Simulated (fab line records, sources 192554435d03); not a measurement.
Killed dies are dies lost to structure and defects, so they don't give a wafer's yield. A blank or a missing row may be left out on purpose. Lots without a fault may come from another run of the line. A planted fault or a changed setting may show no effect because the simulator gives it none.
Which tool did it? | flow n5_finfet | 10 lots, 30 wafers sampled, at 5 steps of a route of 1938

WHAT THE GAUGES READ, wafer by wafer
N5_START_INSPECT_01: inspects for defects (unpatterned scan). Usual: raw_defect_count 5.8, standard deviation 2.5.
lot  | measured    | on                | raw_defect_count | flag
L669 | day 2 00:02 | defect_inspect-02 | 4 3 4            |
L671 | day 2 12:02 | defect_inspect-02 | 5 4 3            |
L673 | day 3 00:02 | defect_inspect-02 | 4 9 7            |
L677 | day 4 00:02 | defect_inspect-01 | 5 1 6            |
L680 | day 4 18:02 | defect_inspect-02 | 9 9 8            |
L681 | day 5 00:02 | defect_inspect-02 | 4 6 11           |
L682 | day 5 06:02 | defect_inspect-02 | 5 2 4            |
L684 | day 5 18:02 | defect_inspect-01 | 4 7 5            |
L687 | day 6 12:02 | defect_inspect-01 | 5 7 7            |
L690 | day 7 06:02 | defect_inspect-02 | 3 12 1           |

N5_WELL_APT_INSPECT_10: inspects for defects (macro). Usual: raw_defect_count 1.8, standard deviation 1.4.
lot  | measured    | on                | raw_defect_count | flag
L669 | day 2 01:38 | defect_inspect-02 | 0 3 0            |
L671 | day 2 13:46 | defect_inspect-01 | 4 3 4            |
L673 | day 3 02:06 | defect_inspect-02 | 6 4 3            |
L677 | day 4 02:05 | defect_inspect-01 | 3 0 0            |
L680 | day 4 19:37 | defect_inspect-02 | 3 2 1            |
L681 | day 5 01:50 | defect_inspect-01 | 6 2 3            |
L682 | day 5 07:44 | defect_inspect-02 | 0 3 4            |
L684 | day 5 20:14 | defect_inspect-02 | 1 1 1            |
L687 | day 6 13:46 | defect_inspect-01 | 5 1 5            |
L690 | day 7 07:37 | defect_inspect-02 | 1 3 1            |

N5_BEOL_M4_RC_MEAS_101. Usual: DIBL_N 36.1 mV/V, standard deviation 2; DIBL_P 36.3 mV/V, standard deviation 2.4; IOFF_N 0.15 nA/um, standard deviation 0.035; IOFF_P 0.21 nA/um, standard deviation 0.039; ION_N 672 uA/um, standard deviation 15; ION_P 463 uA/um, standard deviation 9.7; SS_N 71.5 mV/dec, standard deviation 0.7; SS_P 73.2 mV/dec, standard deviation 0.75; VT_N 251 mV, standard deviation 3.6; VT_P -250 mV, standard deviation 3.8.
lot  | measured     | on        | DIBL_N (mV/V)  | DIBL_P (mV/V)  | IOFF_N (nA/um) | IOFF_P (nA/um) | ION_N (uA/um) | ION_P (uA/um) | SS_N (mV/dec)  | SS_P (mV/dec)  | VT_N (mV)   | VT_P (mV)      | flag
L669 | day 8 08:31  | prober-01 | 32.3 37.0 35.8 | 33.3 38.7 37.5 | 0.11 0.19 0.16 | 0.18 0.27 0.25 | 672 694 688   | 481 481 484   | 71.6 71.2 71.5 | 72.3 73.3 73.6 | 254 247 249 | -248 -245 -247 |
L671 | day 9 04:03  | prober-01 | 34.1 37.2 35.7 | 36.1 39.6 36.1 | 0.14 0.17 0.15 | 0.20 0.26 0.19 | 670 664 660   | 461 463 458   | 71.1 71.7 72.0 | 72.7 73.7 72.8 | 248 250 251 | -250 -250 -252 |
L673 | day 9 14:43  | prober-02 | 39.7 37.9 37.7 | 39.7 38.4 38.9 | 0.20 0.16 0.17 | 0.22 0.20 0.20 | 671 676 669   | 456 462 453   | 72.8 72.7 72.5 | 74.2 73.3 73.7 | 247 250 249 | -252 -257 -253 |
L677 | day 10 05:26 | prober-01 | 34.6 36.7 38.2 | 34.5 38.1 38.4 | 0.12 0.17 0.17 | 0.15 0.21 0.20 | 653 671 670   | 442 457 453   | 72.0 72.0 71.8 | 72.8 73.1 73.3 | 256 248 253 | -254 -253 -254 |
L680 | day 11 12:25 | prober-01 | 36.8 37.1 34.5 | 38.0 37.9 34.3 | 0.18 0.18 0.13 | 0.25 0.26 0.20 | 691 684 663   | 474 473 459   | 71.4 71.4 70.8 | 74.8 73.8 73.7 | 247 249 249 | -247 -247 -251 |
L681 | day 11 12:26 | prober-02 | 37.0 34.1 35.9 | 37.2 33.6 35.8 | 0.17 0.12 0.15 | 0.23 0.17 0.20 | 696 655 687   | 473 457 474   | 71.3 70.9 70.9 | 72.7 72.2 73.0 | 247 253 252 | -248 -253 -252 |
L682 | day 11 23:55 | prober-01 | 35.3 39.3 34.5 | 34.9 39.6 34.0 | 0.14 0.23 0.14 | 0.22 0.30 0.21 | 673 675 684   | 471 467 476   | 71.3 72.1 70.8 | 72.7 73.4 72.3 | 249 247 248 | -248 -242 -248 |
L684 | day 12 15:20 | prober-02 | 37.7 36.5 33.0 | 37.9 36.7 32.1 | 0.17 0.17 0.10 | 0.25 0.25 0.16 | 685 682 655   | 477 478 458   | 72.1 71.6 70.3 | 73.7 73.6 71.6 | 249 249 259 | -248 -247 -254 |
L687 | day 12 23:37 | prober-02 | 36.1 34.5 33.7 | 38.5 35.5 33.6 | 0.17 0.14 0.12 | 0.24 0.20 0.17 | 673 666 662   | 474 462 456   | 71.7 72.0 71.0 | 74.1 73.4 72.7 | 250 250 252 | -250 -251 -255 |
L690 | day 13 18:54 | prober-02 | 37.6 35.1 38.3 | 36.7 33.4 38.3 | 0.17 0.13 0.19 | 0.24 0.19 0.27 | 673 661 701   | 467 461 481   | 71.1 70.7 71.2 | 74.5 72.1 73.5 | 249 252 247 | -247 -249 -243 |

WHICH TOOL RAN EACH LOT (tool, then ch and the chambers of the sampled wafers, then the start)
lot  | N5_WELL_APT_IMPLANT_15         | N5_WELL_APT_DESCUM_30
L669 | implanter-01 ch 0, day 2 02:00 | rie_diel-05 ch 0,2,3, day 2 02:56
L671 | implanter-02 ch 0, day 2 14:06 | rie_diel-01 ch 1,2,3, day 2 15:02
L673 | implanter-02 ch 0, day 3 02:28 | rie_diel-01 ch 1,2,3, day 3 03:16
L677 | implanter-02 ch 0, day 4 02:26 | rie_diel-05 ch 0,1,2, day 4 03:14
L680 | implanter-01 ch 0, day 4 19:55 | rie_diel-04 ch 0,1,2, day 4 21:04
L681 | implanter-02 ch 0, day 5 02:11 | rie_diel-04 ch 1,2, day 5 03:20
L682 | implanter-02 ch 0, day 5 08:03 | rie_diel-05 ch 1,2, day 5 09:08
L684 | implanter-02 ch 0, day 5 20:34 | rie_diel-04 ch 0,2,3, day 5 21:23
L687 | implanter-01 ch 0, day 6 14:46 | rie_diel-05 ch 0,1,2, day 6 15:44
L690 | implanter-01 ch 0, day 7 08:10 | rie_diel-01 ch 0,1,2, day 7 09:05
- N5_WELL_APT_IMPLANT_15
- N5_WELL_APT_DESCUM_30: chemistry O2, time 7.9 s.

WHAT THE TOOLS THEMSELVES READ (means of the sampled wafers that have a number; where no wafer has one, the mark that the record gives instead)
N5_WELL_APT_IMPLANT_15. Usual: dose_ions_cm2 1.4998e+13, standard deviation 1.4e+10; faraday_current_uA 190, standard deviation 3.8; tilt_deg -0.002 degrees, standard deviation 0.017.
lot  | tool         | dose_ions_cm2 | faraday_current_uA | tilt_deg (degrees) | flag
L669 | implanter-01 | 1.5008e+13    | 189                | 0.016              |
L671 | implanter-02 | 1.5001e+13    | 192                | -0.012             |
L673 | implanter-02 | 1.4993e+13    | 193                | 0.003              |
L677 | implanter-02 | 1.5007e+13    | 190                | -0.007             |
L680 | implanter-01 | 1.4997e+13    | 191                | 0.001              |
L681 | implanter-02 | 1.6474e+13    | 208                | -0.018             | OFF
L682 | implanter-02 | 1.6474e+13    | 207                | -0.025             | OFF
L684 | implanter-02 | 1.6470e+13    | 212                | -0.008             | OFF
L687 | implanter-01 | 1.4998e+13    | 194                | 0.028              |
L690 | implanter-01 | 1.5012e+13    | 186                | 0.002              |

N5_WELL_APT_DESCUM_30. Usual: drypump_motor_current_A 5.5 A, standard deviation 0.37; oes_product_au 0.77 a.u., standard deviation 0.078; rf_vpp_V 243.2 V, standard deviation 1.5; showerhead_plenum_p_Torr 2.09 Torr, standard deviation 0.086; throttle_valve_pct 20.44 %, standard deviation 0.21.
lot  | tool        | drypump_motor_current_A (A) | oes_product_au (a.u.) | rf_vpp_V (V) | showerhead_plenum_p_Torr (Torr) | throttle_valve_pct (%) | flag
L669 | rie_diel-05 | 5.2                         | 0.78                  | 242.6        | 2.03                            | 20.52                  |
L671 | rie_diel-01 | 5.5                         | 0.83                  | 244.4        | 2.16                            | 20.52                  |
L673 | rie_diel-01 | 5.5                         | 0.82                  | 244.0        | 2.16                            | 20.53                  |
L677 | rie_diel-05 | 5.4                         | 0.80                  | 241.7        | 1.99                            | 20.45                  |
L680 | rie_diel-04 | 5.8                         | 0.71                  | 244.3        | 2.08                            | 20.42                  |
L681 | rie_diel-04 | 5.7                         | 0.72                  | 243.3        | 2.08                            | 20.47                  |
L682 | rie_diel-05 | 5.6                         | 0.82                  | 241.8        | 2.01                            | 20.41                  |
L684 | rie_diel-04 | 5.6                         | 0.69                  | 243.7        | 2.15                            | 20.49                  |
L687 | rie_diel-05 | 5.4                         | 0.78                  | 241.9        | 1.98                            | 20.48                  |
L690 | rie_diel-01 | 5.5                         | 0.85                  | 243.4        | 2.09                            | 20.33                  |

THE ANSWER, worked out from the rows above alone
Rule: a lot is off if the mean of its wafers that have a number lies more than 3 standard deviations from the usual mean. A lot without any number at a reading at which 4 lots or more have one is off too. The other lots that the step has rows for count as sound. The gauges are gone through in route order, then the tools' own readings, and for those a lot's mean is taken as printed above. The first step at which some lot is off is used, and at that step the reading that is off furthest; a lot without a number counts as furthest.
Off: L681, L682, L684, at N5_WELL_APT_IMPLANT_15 (dose_ions_cm2).
A tool fits if, at that step or a process step before it, it ran every lot that is off, and no sound lot after the first of them. One fits: implanter-02 at N5_WELL_APT_IMPLANT_15. Its last sound lot is L677 (day 4 02:26), its first lot that is off L681 (day 5 02:11): a fault that began between those two fits.
The tool's own readings at N5_WELL_APT_IMPLANT_15 bear it out: on the lots that are off they differ by more than 5 times the standard deviation of the sound lots' means. dose_ions_cm2 reads 1.6473e+13 there against 1.5002e+13 on the sound lots; faraday_current_uA reads 209 there against 191 on the sound lots.

WHAT THE SIMULATOR HAD PUT IN
Process parameter drift: implanter-02, from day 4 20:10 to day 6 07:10, at N5_WELL_APT_IMPLANT_15. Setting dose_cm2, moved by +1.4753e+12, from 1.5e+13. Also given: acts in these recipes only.
Lots struck among those shown: L681, L682, L684. The rule above found the same.
